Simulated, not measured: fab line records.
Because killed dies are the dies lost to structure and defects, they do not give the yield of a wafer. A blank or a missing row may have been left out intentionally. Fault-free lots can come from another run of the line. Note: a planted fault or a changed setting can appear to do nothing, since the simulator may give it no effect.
Split-lot study | flow n5 finfet | 39 wafers read from 7 lots, route of 1938 steps

## THE SPLIT ITSELF
At N5_SD_EPI_N_ETCH_35 (etches SOC in N2/H2, overetch 108 nm, time 486 s), the setting time s was moved away from the recipe's 486 s on 15 of the 39 wafers read, by -23.1% to +17.4%. This setting was run at the recipe's value on the other wafers.

The reading is taken at the split's own step.

## THE READING
SiARC_of_SD_EPI_N_COAT_33.thk nm (the simulator's own value, which no gauge read), in nm, at N5_SD_EPI_N_ETCH_35 (etches SOC in N2/H2, overetch 108 nm, time 486 s). The file does not state a usual value for it. Across the 24 wafers here that went through the recipe, the average is 19.9 nm and the standard deviation 0.28 nm.

wafer  | tool, chamber at the split | time s as run, s | against the recipe | SiARC_of_SD_EPI_N_COAT_33.thk nm, nm | against lot-mates on the recipe
L078.1 | rie diel-01, 3             | 486              | recipe             | 20                                   | -
L078.2 | rie diel-01, 1             | 442.1            | -9.0%              | 21.2                                 | +1.2
L078.3 | rie diel-01, 0             | 442.1            | -9.0%              | 21.4                                 | +1.4
L078.4 | rie diel-01, 2             | 486              | recipe             | 20.2                                 | -
L078.5 | rie diel-01, 1             | 486              | recipe             | 19.8                                 | -
L078.6 | rie diel-01, 0             | 442.1            | -9.0%              | 21.4                                 | +1.4
L079.1 | rie diel-02, 3             | 570.7            | +17.4%             | 17                                   | -2.7
L079.2 | rie diel-02, 0             | 486              | recipe             | 19.8                                 | -
L079.3 | rie diel-02, 1             | 570.7            | +17.4%             | 17                                   | -2.7
L079.4 | rie diel-02, 2             | 486              | recipe             | 19.8                                 | -
L079.5 | rie diel-02, 1             | 486              | recipe             | 19.6                                 | -
L079.6 | rie diel-02, 2             | 570.7            | +17.4%             | 17.2                                 | -2.5
L082.1 | rie diel-05, 2             | 486              | recipe             | 20                                   | -
L082.2 | rie diel-05, 0             | 486              | recipe             | 20.2                                 | -
L082.3 | rie diel-05, 1             | 376.4            | -22.6%             | 23.2                                 | +3.2
L082.4 | rie diel-05, 3             | 376.4            | -22.6%             | 23.2                                 | +3.2
L082.5 | rie diel-05, 3             | 376.4            | -22.6%             | 23.4                                 | +3.4
L082.6 | rie diel-05, 2             | 486              | recipe             | 19.8                                 | -
L087.3 | rie diel-05, 2             | 486              | recipe             | 20                                   | -
L087.4 | rie diel-05, 3             | 486              | recipe             | 19.8                                 | -
L087.5 | rie diel-05, 1             | 486              | recipe             | 19.6                                 | -
L088.1 | rie diel-05, 2             | 447.6            | -7.9%              | 21.4                                 | +1.1
L088.2 | rie diel-05, 0             | 447.6            | -7.9%              | 21.6                                 | +1.3
L088.3 | rie diel-05, 3             | 486              | recipe             | 20.2                                 | -
L088.4 | rie diel-05, 1             | 486              | recipe             | 20.2                                 | -
L088.5 | rie diel-05, 1             | 447.6            | -7.9%              | 21.4                                 | +1.1
L088.6 | rie diel-05, 0             | 486              | recipe             | 20.4                                 | -
L090.1 | rie diel-05, 1             | 486              | recipe             | 20                                   | -
L090.2 | rie diel-05, 0             | 486              | recipe             | 20.2                                 | -
L090.3 | rie diel-05, 2             | 486              | recipe             | 20.2                                 | -
L090.4 | rie diel-05, 3             | 486              | recipe             | 19.8                                 | -
L090.5 | rie diel-05, 0             | 486              | recipe             | 20.4                                 | -
L090.6 | rie diel-05, 1             | 486              | recipe             | 19.8                                 | -
L092.1 | rie diel-02, 1             | 486              | recipe             | 19.4                                 | -
L092.2 | rie diel-02, 2             | 373.9            | -23.1%             | 23                                   | +3.5
L092.3 | rie diel-02, 0             | 486              | recipe             | 19.4                                 | -
L092.4 | rie diel-02, 3             | 373.9            | -23.1%             | 23.2                                 | +3.7
L092.5 | rie diel-02, 0             | 486              | recipe             | 19.6                                 | -
L092.6 | rie diel-02, 1             | 373.9            | -23.1%             | 23.2                                 | +3.7

THE FIT
A straight line over all 39 wafers: SiARC_of_SD_EPI_N_COAT_33.thk nm changes by -0.151 nm for each +1% of time s; r = -0.98; the points scatter about the line by 0.27 nm.
The same after taking each lot's own level away (the mean of its wafers on the recipe; 39 wafers): -0.152 nm for each +1%; r = -1.00; scatter 0.16 nm.
The reading moves by 3.5 nm for the largest change in time s, on that fit.
The lots' own levels span 19.47 to 20.27 nm, that is 2.8 times the standard deviation above.
So the lot-to-lot level changes the slope little: the two slopes agree.
Check: for one of the wafers moved furthest among these (-23.1%), held out of the fit, the line's prediction against its lot-mates is +3.5 nm. Against them it came out at +3.53 nm.

## OTHER SPLITS ON THESE WAFERS
Other splits were also applied to these wafers ahead of the reading. Each is held against what the fit with the lots' levels taken away leaves over:
other split on the same wafers       | wafers away from the commonest value | r with SiARC_of_SD_EPI_N_COAT_33.thk nm (lot level and that fit taken away)
N5_WELL_APT_EXPOSE_22 dose mj        | 15                                   | -0.05
N5_DUMMY_GATE_ETCH_31 target depth a | 15                                   | -0.08
N5_DUMMY_GATE_ETCH_42 bias w         | 18                                   | -0.19

## THE WHOLE CHAIN: every reading that the file lists as answering this split, in the file's order
step                | what it does                                     | reading                                                                           | change (the file's fit)               | r (the file's)
N5_SD_EPI_N_ETCH_35 | etches SOC in N2/H2, overetch 108 nm, time 486 s | SD_EPI_N.cd nm (the simulator's own value, which no gauge read)                   | +0.168 nm for each +1% of the setting | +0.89
N5_SD_EPI_N_ETCH_35 | etches SOC in N2/H2, overetch 108 nm, time 486 s | SiARC_of_SD_EPI_N_COAT_33.thk nm (the simulator's own value, which no gauge read) | -0.152 nm for each +1% of the setting | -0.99

## FILE'S OWN FIT
SiARC_of_SD_EPI_N_COAT_33.thk nm changes by -0.152 nm for each +1% of time s, r = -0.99.
